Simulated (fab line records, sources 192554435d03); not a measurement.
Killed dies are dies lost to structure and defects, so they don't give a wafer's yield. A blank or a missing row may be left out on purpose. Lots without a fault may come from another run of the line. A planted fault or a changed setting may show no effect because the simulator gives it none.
Which tool did it? | flow n5_finfet | 10 lots, 30 wafers sampled, at 7 steps of a route of 1938

WHAT THE GAUGES READ, wafer by wafer
N5_MOL_CONTACT_COAG_CD_MEAS_08: target cd 28 nm.
lot  | measured     | on        | cd_nm (nm)
L614 | day 4 19:53  | cd_sem-03 | 28.05 27.45 27.89
L615 | day 5 02:26  | cd_sem-01 | 27.88 28.26 28.19
L616 | day 5 02:59  | cd_sem-03 | 27.60 28.23 27.94
L620 | day 6 04:10  | cd_sem-01 | 27.66 27.91 27.53
L622 | day 6 14:35  | cd_sem-01 | 25.15 25.14 25.37
L621 | day 6 15:23  | cd_sem-02 | 25.71 26.16 25.59
L623 | day 6 20:13  | cd_sem-03 | 26.36 26.61 26.02
L630 | day 8 19:37  | cd_sem-03 | 27.92 28.17 28.08
L635 | day 10 00:52 | cd_sem-01 | 27.70 27.59 27.96
L637 | day 10 20:51 | cd_sem-02 | 28.07 28.13 27.82

N5_MOL_CONTACT_COAG_CD_MEAS_99: target cd 17.2 nm.
lot  | measured     | on        | cd_nm (nm)
L614 | day 4 20:25  | cd_sem-03 | 16.2 17.0 17.0
L615 | day 5 02:57  | cd_sem-01 | 16.9 17.4 17.6
L616 | day 5 03:42  | cd_sem-02 | 16.9 17.9 16.4
L620 | day 6 04:46  | cd_sem-01 | 17.1 16.4 17.5
L622 | day 6 15:06  | cd_sem-02 | 14.1 15.2 14.7
L621 | day 6 16:35  | cd_sem-01 | 14.6 14.7 15.3
L623 | day 6 20:44  | cd_sem-03 | 14.7 15.8 15.3
L630 | day 8 21:10  | cd_sem-02 | 17.1 16.8 17.5
L635 | day 10 01:25 | cd_sem-03 | 17.1 16.9 16.9
L637 | day 10 21:44 | cd_sem-01 | 17.3 17.5 17.8

N5_BEOL_M4_RC_MEAS_101.
lot  | measured     | on        | DIBL_N (mV/V)  | DIBL_P (mV/V)  | IOFF_N (nA/um) | IOFF_P (nA/um) | ION_N (uA/um) | ION_P (uA/um) | RC_DENSE_N (ohm.um) | RC_DENSE_P (ohm.um) | RC_N (ohm.um)  | RC_P (ohm.um)  | SS_N (mV/dec)  | SS_P (mV/dec)  | VT_N (mV)   | VT_P (mV)
L614 | day 7 18:26  | prober-02 | 37.9 38.2 37.5 | 38.3 39.7 38.2 | 0.19 0.21 0.19 | 0.27 0.31 0.27 | 683 705 688   | 472 484 470   | 19.8 19.2 19.2      | 24.8 24.4 24.0      | 16.0 15.6 15.8 | 20.2 19.7 19.8 | 71.8 71.7 71.7 | 74.1 74.4 74.0 | 247 245 245 | -245 -244 -246
L615 | day 8 05:31  | prober-02 | 33.9 36.2 35.7 | 34.2 36.9 35.3 | 0.12 0.16 0.14 | 0.18 0.23 0.21 | 658 668 656   | 458 462 454   | 19.4 19.7 19.1      | 24.2 24.8 23.8      | 15.7 15.9 15.7 | 19.6 19.9 19.4 | 71.0 71.5 70.8 | 72.4 73.3 72.4 | 252 250 252 | -251 -248 -249
L616 | day 8 06:11  | prober-01 | 33.5 37.7 34.6 | 31.3 36.1 32.5 | 0.11 0.17 0.13 | 0.14 0.20 0.15 | 649 662 664   | 443 455 452   | 19.4 18.7 19.9      | 24.0 23.2 24.4      | 16.1 15.3 16.4 | 19.7 18.9 20.0 | 70.3 72.0 71.9 | 72.5 73.5 72.4 | 254 253 253 | -258 -252 -256
L620 | day 9 06:25  | prober-02 | 39.9 38.3 37.1 | 40.2 37.8 35.9 | 0.22 0.18 0.17 | 0.26 0.23 0.21 | 692 689 701   | 471 473 477   | 19.0 19.9 19.1      | 23.9 24.9 23.9      | 15.5 16.2 15.7 | 19.3 20.2 19.7 | 72.2 71.7 71.5 | 75.1 73.6 74.6 | 247 247 246 | -246 -246 -248
L622 | day 9 10:14  | prober-01 | 33.6 36.4 35.0 | 31.7 35.0 34.1 | 0.10 0.14 0.12 | 0.16 0.21 0.20 | 660 668 656   | 461 458 458   | 23.8 23.8 24.0      | 29.6 29.9 30.0      | 19.1 19.3 19.6 | 24.1 24.3 24.3 | 70.8 72.4 70.9 | 71.8 72.9 72.1 | 257 252 255 | -254 -248 -249
L621 | day 9 15:16  | prober-02 | 39.5 39.9 36.4 | 38.3 38.0 35.1 | 0.19 0.22 0.16 | 0.27 0.27 0.22 | 670 667 672   | 461 457 467   | 24.1 22.2 23.0      | 30.5 28.1 28.5      | 19.6 18.1 18.4 | 24.5 22.7 23.0 | 72.0 72.6 70.3 | 73.3 73.2 72.6 | 249 247 251 | -247 -244 -247
L623 | day 9 16:55  | prober-01 | 37.2 33.7 30.6 | 39.2 35.7 31.6 | 0.19 0.13 0.09 | 0.23 0.18 0.13 | 658 663 635   | 449 452 439   | 23.5 22.0 22.2      | 29.5 27.4 27.6      | 18.9 17.8 17.8 | 23.8 22.2 22.5 | 72.9 70.8 70.6 | 73.5 72.9 72.3 | 250 252 256 | -249 -255 -255
L630 | day 13 07:18 | prober-02 | 39.3 36.0 36.2 | 40.2 35.6 36.0 | 0.22 0.15 0.15 | 0.29 0.19 0.20 | 696 694 686   | 484 475 472   | 19.3 19.4 18.5      | 23.6 23.9 22.8      | 15.5 15.7 15.1 | 19.1 19.5 18.6 | 72.3 70.8 71.5 | 74.4 73.4 73.3 | 246 249 249 | -245 -251 -252
L635 | day 13 00:07 | prober-02 | 38.4 35.6 38.0 | 36.3 34.7 37.4 | 0.17 0.12 0.16 | 0.21 0.19 0.22 | 663 668 676   | 453 464 460   | 19.2 19.3 19.7      | 23.7 24.1 24.4      | 15.6 15.8 16.2 | 19.3 19.7 19.9 | 72.6 71.1 72.0 | 73.2 73.2 74.0 | 250 252 248 | -250 -251 -246
L637 | day 15 04:40 | prober-01 | 36.2 36.5 36.9 | 36.7 36.7 37.3 | 0.15 0.15 0.16 | 0.21 0.21 0.21 | 668 668 665   | 460 458 457   | 18.8 19.0 18.5      | 23.5 23.7 23.4      | 15.3 15.3 15.3 | 19.0 19.7 19.2 | 71.1 70.7 71.4 | 73.1 73.2 74.1 | 250 251 251 | -249 -248 -250

WHICH TOOL RAN EACH LOT (tool, then ch and the chambers of the sampled wafers, then the start)
lot  | N5_GATE_CUT_CUT_ETCH_54           | N5_GATE_CUT_VAPOR_ETCH_48         | N5_GATE_CUT_VAPOR_ETCH_49         | N5_MOL_CONTACT_COAG_EXPOSE_05
L614 | rie_metal-03 ch 1, day 4 16:40    | rie_metal-03 ch 1, day 4 16:47    | rie_metal-03 ch 1, day 4 16:49    | euv_scanner-02 ch 0, day 4 19:46
L615 | rie_metal-01 ch 0,1, day 4 22:41  | rie_metal-01 ch 0,1, day 4 22:48  | rie_metal-01 ch 0,1, day 4 22:50  | euv_scanner-02 ch 0, day 5 02:19
L616 | rie_metal-02 ch 0,1, day 4 23:40  | rie_metal-02 ch 0,1, day 4 23:47  | rie_metal-02 ch 0,1, day 4 23:49  | euv_scanner-01 ch 0, day 5 02:52
L620 | rie_metal-01 ch 0,1, day 6 00:46  | rie_metal-01 ch 0,1, day 6 00:53  | rie_metal-01 ch 0,1, day 6 00:55  | euv_scanner-02 ch 0, day 6 04:02
L622 | rie_metal-02 ch 0,1, day 6 11:22  | rie_metal-02 ch 0,1, day 6 11:29  | rie_metal-02 ch 0,1, day 6 11:31  | euv_scanner-02 ch 0, day 6 14:27
L621 | rie_metal-03 ch 0,1, day 6 12:09  | rie_metal-03 ch 0,1, day 6 12:16  | rie_metal-03 ch 0,1, day 6 12:18  | euv_scanner-02 ch 0, day 6 15:15
L623 | rie_metal-03 ch 0,1, day 6 17:00  | rie_metal-03 ch 0,1, day 6 17:07  | rie_metal-03 ch 0,1, day 6 17:09  | euv_scanner-02 ch 0, day 6 20:05
L630 | rie_metal-01 ch 0,1, day 8 16:17  | rie_metal-01 ch 0,1, day 8 16:25  | rie_metal-01 ch 0,1, day 8 16:26  | euv_scanner-01 ch 0, day 8 19:29
L635 | rie_metal-03 ch 0,1, day 9 21:31  | rie_metal-03 ch 0,1, day 9 21:38  | rie_metal-03 ch 0,1, day 9 21:40  | euv_scanner-01 ch 0, day 10 00:44
L637 | rie_metal-02 ch 0,1, day 10 17:30 | rie_metal-02 ch 0,1, day 10 17:37 | rie_metal-02 ch 0,1, day 10 17:39 | euv_scanner-01 ch 0, day 10 20:43
- N5_GATE_CUT_CUT_ETCH_54: etches TiN in Cl2/BCl3, target depth 96.7 nm.
- N5_GATE_CUT_VAPOR_ETCH_48: etches TiN in BCl3/Cl2.
- N5_GATE_CUT_VAPOR_ETCH_49: etches TiAlC in BCl3/Cl2.
- N5_MOL_CONTACT_COAG_EXPOSE_05: exposes mask CA, defocus 0 nm.

WHAT THE TOOLS THEMSELVES READ (means of the sampled wafers that have a number; where no wafer has one, the mark that the record gives instead)
N5_GATE_CUT_CUT_ETCH_54.
lot  | tool         | drypump_motor_current_A (A) | etch_rf_on_time_s (s) | mfc_cl2_sccm (sccm) | oes_product_au (a.u.) | throttle_valve_pct (%)
L614 | rie_metal-03 | 6.2                         | 35.6                  | 53.21               | 0.56                  | 22.39
L615 | rie_metal-01 | 5.6                         | 36.7                  | 53.17               | 0.62                  | 22.52
L616 | rie_metal-02 | 5.8                         | 36.3                  | 53.17               | 0.78                  | 21.88
L620 | rie_metal-01 | 5.6                         | 36.6                  | 53.29               | 0.61                  | 22.53
L622 | rie_metal-02 | 5.7                         | 36.2                  | 53.16               | 0.79                  | 22.01
L621 | rie_metal-03 | 6.1                         | 36.5                  | 53.40               | 0.64                  | 22.36
L623 | rie_metal-03 | 6.0                         | 37.0                  | 53.28               | 0.71                  | 22.31
L630 | rie_metal-01 | 5.6                         | 36.4                  | 53.41               | 0.60                  | 22.52
L635 | rie_metal-03 | 6.0                         | 36.2                  | 53.22               | 0.61                  | 22.38
L637 | rie_metal-02 | 5.8                         | 36.1                  | 53.33               | 0.74                  | 21.91

N5_GATE_CUT_VAPOR_ETCH_48.
lot  | tool         | drypump_motor_current_A (A) | oes_product_au (a.u.)
L614 | rie_metal-03 | 6.2                         | 0.60
L615 | rie_metal-01 | 5.6                         | 0.69
L616 | rie_metal-02 | 5.8                         | 0.86
L620 | rie_metal-01 | 5.6                         | 0.69
L622 | rie_metal-02 | 5.7                         | 0.89
L621 | rie_metal-03 | 6.1                         | 0.70
L623 | rie_metal-03 | 6.1                         | 0.79
L630 | rie_metal-01 | 5.6                         | 0.68
L635 | rie_metal-03 | 6.1                         | 0.68
L637 | rie_metal-02 | 5.8                         | 0.79

N5_GATE_CUT_VAPOR_ETCH_49.
lot  | tool         | drypump_motor_current_A (A) | oes_product_au (a.u.)
L614 | rie_metal-03 | 6.1                         | 0.61
L615 | rie_metal-01 | 5.6                         | 0.69
L616 | rie_metal-02 | 5.8                         | 0.86
L620 | rie_metal-01 | 5.6                         | 0.69
L622 | rie_metal-02 | 5.7                         | 0.88
L621 | rie_metal-03 | 6.1                         | 0.70
L623 | rie_metal-03 | 6.0                         | 0.79
L630 | rie_metal-01 | 5.6                         | 0.68
L635 | rie_metal-03 | 6.0                         | 0.67
L637 | rie_metal-02 | 5.8                         | 0.80

N5_MOL_CONTACT_COAG_EXPOSE_05.
lot  | tool           | exposure_dose_mJ_cm2 | focus_offset_nm (nm)
L614 | euv_scanner-02 | 38.18                | -0.1
L615 | euv_scanner-02 | 38.23                | 0.1
L616 | euv_scanner-01 | 38.25                | 0.0
L620 | euv_scanner-02 | 38.17                | -0.4
L622 | euv_scanner-02 | 34.11                | 0.5
L621 | euv_scanner-02 | 34.93                | 0.7
L623 | euv_scanner-02 | 35.60                | -0.5
L630 | euv_scanner-01 | 38.23                | -0.3
L635 | euv_scanner-01 | 38.23                | -0.6
L637 | euv_scanner-01 | 38.23                | -0.4

THE ANSWER, worked out from the rows above alone
Rule: what is usual is taken from the lots themselves. Put in order of their means at a reading, lots are off if they are a third of the lots or fewer, leave a main group of 4 or more, and stand apart from it by a gap of 3 or more times the standard deviation of the main group's means; of several such gaps the widest counts. A main group whose means are all the same, to the digits that the tables above print for the reading, isn't used. A lot without any number at a reading at which 4 lots or more have one is off too. The other lots that the step has rows for count as sound. The gauges are gone through in route order, then the tools' own readings, and for those a lot's mean is taken as printed above. The first step at which some lot is off is used, and at that step the reading that is off furthest; a lot without a number counts as furthest.
Off: L622, L621, L623, at N5_MOL_CONTACT_COAG_CD_MEAS_08 (cd_nm). The main group: mean 27.91 nm, standard deviation 0.15.
A tool fits if, at a process step before that reading, it ran every lot that is off, and no sound lot after the first of them. The gauges at N5_MOL_CONTACT_COAG_CD_MEAS_08 aren't tried: what is off there is off at N5_BEOL_M4_RC_MEAS_101 too, on other tools, and a gauge's error can't cause that. One fits: euv_scanner-02 at N5_MOL_CONTACT_COAG_EXPOSE_05. Its last sound lot is L620 (day 6 04:02), its first lot that is off L622 (day 6 14:27): a fault that began between those two fits.
The tool's own readings at N5_MOL_CONTACT_COAG_EXPOSE_05 bear it out: on the lots that are off they differ by more than 5 times the standard deviation of the sound lots' means. exposure_dose_mJ_cm2 reads 34.88 there against 38.22 on the sound lots.

WHAT THE SIMULATOR HAD PUT IN
Process parameter drift: euv_scanner-02, from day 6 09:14 on, at N5_MOL_CONTACT_COAG_EXPOSE_05. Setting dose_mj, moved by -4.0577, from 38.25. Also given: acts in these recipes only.
Lots struck among those shown: L622, L621, L623. The rule above found the same.
